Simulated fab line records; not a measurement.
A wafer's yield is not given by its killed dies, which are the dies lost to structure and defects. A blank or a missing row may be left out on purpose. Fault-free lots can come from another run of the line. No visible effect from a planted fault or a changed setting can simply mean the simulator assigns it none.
Struck lot and sound lot, side by side    flow nandHarc    14 steps out of a route of 1159
Sound: the wafers L575.1, L575.3, L575.5. Wafers struck: L585.1, L585.4, L585.5. The cause is given at the end.
For every step that has rows: the tool of each side, followed by ch and its chambers, followed by its first start. Under that, the readings that differ: sound wafers    struck wafers    difference of the means    sigmas: that difference in standard deviations of wafers without a fault.
alike: same words and numbers on both sides, and readings whose means sit less than 2 such deviations apart. not compared: any withheld reading, any reading some wafer has no value for, any bound like >300 that may hide the same value, and any number with overlapping values for which the record gives no deviation.
Wherever a step has rows on one side only, a row that says differs or no value, or a row with sigmas, the two part there. Numbers that don't overlap but have no deviation are shown without sigmas and don't part them. Lack of a reading on every wafer of one side parts them only where that side has two or more wafers.

first, 8 steps without rows for these wafers: NHARC_P_M2_HMDS_02 (time 30 s); NHARC_P_M2_COAT_34 (time 65 s); NHARC_P_M2_COAT_03 (resist thk 90 nm); NHARC_P_M2_SOFTBAKE_04 (time 55 s); NHARC_P_M2_EBR_05; NHARC_P_M2_EXPOSE_06 (exposes mask P M2, target cd 170 nm); NHARC_P_M2_PEB_07 (peb time 65 s); NHARC_P_M2_DEVELOP_08 (develop time 35 s).
NHARC_P_M2_CD_MEAS_09: target cd 170 nm.
  sound on cdSem-02 ch 0, day 7 07:42; struck on cdSem-02 ch 0, day 9 22:08
  alike: cdNm
NHARC_P_M2_OVL_MEAS_10: pitch 340 nm.
  sound: overlay-01 at day 7 07:47; struck: overlay-01 at day 9 22:14
  alike: overlayXNm, overlayYNm
NHARC_P_M2_INSPECT_11:
  sound: defectInspect-01 at day 7 07:49; struck: defectInspect-01 at day 9 22:16
reading         sound   struck  difference  sigmas
rawDefectCount  3 13 9  3 2 4   -5          -2
NHARC_P_M2_DESCUM_14: chemistry O2, time 3 s.
  sound on rieDiel-07 ch 1,2, day 7 07:53; struck on rieDiel-07 ch 2,3, day 9 22:21
  alike: drypumpMotorCurrentA, mfcArSccm, oesProductAu, rfVppV, showerheadPlenumPTorr, throttleValvePct
  not compared: rfHoursCounterH
NHARC_P_M2_ETCH_35: etches the open film in N2/H2, target depth 40 nm, overetch 12 nm, time 43.94 s.
  sound on rieDiel-07 ch 0,1,3, day 7 07:58; struck on rieDiel-07 ch 2,3, day 9 22:27
reading         sound           struck          difference  sigmas
runLengthS (s)  65.6 65.3 65.8  54.6 54.9 54.7  -10.8       -25
  alike: drypumpMotorCurrentA, h2FlowSccm, mfcArSccm, oesProductAu, rfVppV, showerheadPlenumPTorr, throttleValvePct
  not compared: rfHoursCounterH
NHARC_P_M2_ETCH_15: etches the open film in C4F8/Ar, target depth 182.5 nm, time 91.2 s.
  sound on rieDiel-07 ch 0,1,2; struck on rieDiel-07 ch 0,2, day 9 22:32
reading              sound              struck             difference  sigmas
oesProductAu (a.u.)  0.933 0.922 0.927  0.973 0.971 0.971  +0.044      +2
  alike: rfVppV, runLengthS
  not compared: rfHoursCounterH

## WHERE THEY PART
Earliest at NHARC_P_M2_INSPECT_11; latest, in this record, at NHARC_P_M2_ETCH_15.

WHY: what had been put in by the simulator
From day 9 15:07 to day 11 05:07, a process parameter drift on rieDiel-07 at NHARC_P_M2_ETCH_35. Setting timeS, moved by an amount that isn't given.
